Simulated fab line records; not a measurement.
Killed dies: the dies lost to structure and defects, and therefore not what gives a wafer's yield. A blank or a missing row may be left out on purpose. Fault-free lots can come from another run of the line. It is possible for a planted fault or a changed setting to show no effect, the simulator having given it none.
The tool behind it: which one?	flow n5_finfet	72 wafers from 24 lots sampled at 3 of the route's 1938 steps

== WHAT EACH GAUGE READ, for each wafer ==
N5_FIN_CUT_INSPECT_10: inspects for defects (brightfield). Usual: raw_defect_count 42, standard deviation 12.
lot	measured	on	raw_defect_count	flag
L074	day 2 04:32	defect_inspect-02	35 43 39	
L075	day 2 08:38	defect_inspect-02	39 46 40	
L076	day 2 15:08	defect_inspect-02	28 36 27	
L077	day 2 20:19	defect_inspect-02	38 46 28	
L078	day 3 03:38	defect_inspect-02	56 39 32	
L079	day 3 10:53	defect_inspect-02	51 40 57	
L080	day 3 16:24	defect_inspect-02	39 26 21	
L081	day 3 21:53	defect_inspect-02	49 59 32	
L082	day 4 03:38	defect_inspect-01	40 44 37	
L083	day 4 09:32	defect_inspect-02	33 30 23	
L084	day 4 17:11	defect_inspect-01	44 47 38	
L085	day 4 21:28	defect_inspect-01	46 35 35	
L086	day 5 06:25	defect_inspect-01	38 36 44	
L087	day 5 10:26	defect_inspect-01	57 40 38	
L088	day 5 15:04	defect_inspect-01	23 47 43	
L089	day 5 22:53	defect_inspect-01	32 27 37	
L090	day 6 03:01	defect_inspect-01	53 59 40	
L091	day 6 09:02	defect_inspect-02	44 41 31	
L092	day 6 15:58	defect_inspect-02	56 40 73	
L093	day 6 22:07	defect_inspect-02	63 33 41	
L094	day 7 03:55	defect_inspect-01	45 46 62	
L095	day 7 10:11	defect_inspect-01	40 43 67	
L096	day 7 15:35	defect_inspect-01	38 45 29	
L097	day 7 21:25	defect_inspect-01	34 56 46	

N5_STI_FIN_REVEAL_THK_MEAS_05. Usual: thk_nm 131.1 nm, standard deviation 1.1.
lot	measured	on	thk_nm (nm)	flag
L074	day 2 10:55	film_metro-01	130.1 130.6 129.8	
L075	day 2 15:12	film_metro-01	130.7 131.9 131.6	
L076	day 2 22:07	film_metro-01	130.7 130.7 129.6	
L077	day 3 03:34	film_metro-01	131.6 131.4 132.5	
L078	day 3 12:27	film_metro-01	130.5 130.3 130.5	
L079	day 3 17:23	film_metro-01	132.0 130.0 130.4	
L080	day 3 22:46	film_metro-01	131.7 131.8 132.0	
L081	day 4 04:28	film_metro-01	129.4 131.8 132.3	
L082	day 4 10:05	film_metro-02	132.4 132.1 131.8	
L083	day 4 16:02	film_metro-02	133.3 131.3 131.6	
L084	day 4 23:47	film_metro-01	130.8 130.7 131.0	
L085	day 5 03:57	film_metro-01	131.2 131.8 130.1	
L086	day 5 12:51	film_metro-01	130.7 130.3 129.7	
L087	day 5 16:52	film_metro-01	128.6 130.4 129.9	
L088	day 5 21:57	film_metro-01	132.5 130.7 131.6	
L089	day 6 05:16	film_metro-01	131.5 130.6 130.6	
L090	day 6 09:27	film_metro-02	130.7 131.4 130.6	
L091	day 6 15:25	film_metro-02	131.2 131.4 131.5	
L092	day 6 22:35	film_metro-01	130.9 131.7 132.7	
L093	day 7 04:29	film_metro-02	131.9 131.7 131.6	
L094	day 7 10:17	film_metro-02	130.4 130.0 130.4	
L095	day 7 16:36	film_metro-02	129.0 130.5 130.7	
L096	day 7 22:04	film_metro-02	132.5 134.3 132.4	
L097	day 8 03:57	film_metro-01	130.5 131.7 128.6	

== TOOL THAT RAN EACH LOT (tool first, then ch and the chambers of the sampled wafers, then the start) ==
lot	N5_STI_FIN_REVEAL_ALD_14
L074	ald_sin-04 ch 1,2,3, day 2 05:34
L075	ald_sin-04 ch 1,3, day 2 09:52
L076	ald_sin-02 ch 1,2, day 2 16:10
L077	ald_sin-01 ch 0,1,2, day 2 21:37
L078	ald_sin-04 ch 2,3, day 3 07:07
L079	ald_sin-04 ch 1,2,3, day 3 12:03
L080	ald_sin-01 ch 0,1,3, day 3 17:26
L081	ald_sin-04 ch 0,1,3, day 3 23:08
L082	ald_sin-02 ch 0,1,3, day 4 04:45
L083	ald_sin-04 ch 0,1,3, day 4 10:41
L084	ald_sin-04 ch 2,3, day 4 18:27
L085	ald_sin-04 ch 0,2, day 4 22:37
L086	ald_sin-02 ch 1,2,3, day 5 07:31
L087	ald_sin-04 ch 0,1,2, day 5 11:32
L088	ald_sin-02 ch 1,2, day 5 16:37
L089	ald_sin-04 ch 1,2,3, day 5 23:55
L090	ald_sin-02 ch 0,1,3, day 6 04:07
L091	ald_sin-04 ch 0,1,3, day 6 10:04
L092	ald_sin-01 ch 1,2,3, day 6 17:15
L093	ald_sin-01 ch 1,2, day 6 23:10
L094	ald_sin-04 ch 1,3, day 7 04:57
L095	ald_sin-04 ch 0,3, day 7 11:15
L096	ald_sin-02 ch 1,3, day 7 16:44
L097	ald_sin-02 ch 0,1, day 7 22:37
- N5_STI_FIN_REVEAL_ALD_14: deposits Si3N4, target thk 3 nm.

== WHAT THE TOOLS THEMSELVES READ (means of the sampled wafers that have a number; where no wafer has one, the mark that the record gives instead) ==
N5_STI_FIN_REVEAL_ALD_14. Usual: heater_power_w 830 W, standard deviation 84.
lot	tool	heater_power_w (W)	flag
L074	ald_sin-04	891	
L075	ald_sin-04	930	
L076	ald_sin-02	826	
L077	ald_sin-01	830	
L078	ald_sin-04	896	
L079	ald_sin-04	889	
L080	ald_sin-01	851	
L081	ald_sin-04	840	
L082	ald_sin-02	779	
L083	ald_sin-04	836	
L084	ald_sin-04	901	
L085	ald_sin-04	792	
L086	ald_sin-02	819	
L087	ald_sin-04	807	
L088	ald_sin-02	827	
L089	ald_sin-04	886	
L090	ald_sin-02	786	
L091	ald_sin-04	837	
L092	ald_sin-01	853	
L093	ald_sin-01	807	
L094	ald_sin-04	929	
L095	ald_sin-04	832	
L096	ald_sin-02	835	
L097	ald_sin-02	784	

== THE ANSWER, worked out from the rows above alone ==
Rule: take the mean of a lot's wafers that have a number; if it is more than 3 standard deviations from the usual mean, the lot is off. Also off: a lot with no number at a reading for which 4 or more lots have one. Where the step has rows for the other lots, those lots are counted as sound. Order of review: gauges by route order, followed by the tools' own readings, for which a lot's mean as printed above is used. The first step at which some lot is off is used, and at that step the reading that is off furthest; a lot without a number counts as furthest.
No lot is off on any of the readings shown, so nothing can be concluded from this.

== WHAT THE SIMULATOR HAD INSERTED ==
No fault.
